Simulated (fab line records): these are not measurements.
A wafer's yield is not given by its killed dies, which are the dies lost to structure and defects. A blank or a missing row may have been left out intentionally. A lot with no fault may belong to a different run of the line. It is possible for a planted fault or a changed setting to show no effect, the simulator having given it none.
Chamber matching    flow nand harc    NHARC_A_CHANNEL_HOLE_D1_ETCH_44 on rie diel-11: 4 sister chambers
The step etches the open film in CF4/O2, target depth 140 nm, overetch 14 nm, time 77 s. 16 wafers are shown with their chamber, then 8 later ones without.

== EACH WAFER AND ITS CHAMBER ==
wafer   chamber  drypump motor current A (A)  rf vpp V (V)  oes product au (a.u.)
L077.1  3        5.27                         199.4         1.016
L077.3  1        5.65                         198.6         1.016
L077.4  2        5.77                         197.3         1.002
L079.1  3        5.27                         198.9         1.010
L079.4  2        5.84                         198.3         0.991
L079.6  1        5.66                         198.8         1.011
L080.1  3        5.31                         199.9         1.012
L080.5  3        5.29                         200.3         0.999
L080.6  2        5.80                         198.7         0.998
L083.1  1        5.66                         198.3         1.012
L083.2  0        6.32                         196.7         1.015
L083.5  0        6.31                         198.0         1.027
L088.1  0        6.30                         197.1         1.007
L088.4  0        6.29                         198.5         1.011
L088.5  1        5.67                         198.7         1.004
L090.1  2        5.81                         197.2         0.999

SIGNATURES (means of the wafers above)
reading                  chamber 0  chamber 1  chamber 2  chamber 3  scatter within a chamber
drypump motor current A  6.3050     5.6600     5.8050     5.2850     0.0189
rf vpp V                 197.575    198.600    197.875    199.625    0.64
oes product au           1.01500    1.01075    0.99750    1.00925    0.0066
Rule: for a wafer and a chamber, the distance is found by dividing, reading by reading, the gap between the wafer's reading and the chamber's mean by the reading's scatter, squaring, summing and taking the root. If the next closest chamber is less than 2 further off than the closest, the wafer can't be placed; otherwise it belongs to the closest. The scatter: the root of (the sum of the squares of (reading less its chamber's mean) over the shown wafers, divided by (wafers less chambers)).

== WAFERS MISSING THEIR CHAMBER ==
wafer   drypump motor current A (A)  rf vpp V (V)  oes product au (a.u.)
L090.4  5.67                         198.5         1.020
L090.6  5.65                         199.6         1.017
L089.1  5.28                         199.2         1.022
L089.3  5.82                         198.0         1.005
L089.6  5.65                         197.0         1.023
L092.1  5.28                         199.2         1.011
L092.2  5.67                         196.6         1.003
L092.6  5.82                         197.0         0.990

== EACH ONE'S CHAMBER ==
wafer   from the rows above  in truth
L090.4  1                    1
L090.6  1                    1
L089.1  3                    3
L089.3  2                    2
L089.6  1                    1
L092.1  3                    3
L092.2  1                    1
L092.6  2                    2
Correct placement for 8 of the 8. From these rows, 0 cannot be placed. Placed wrongly: 0.
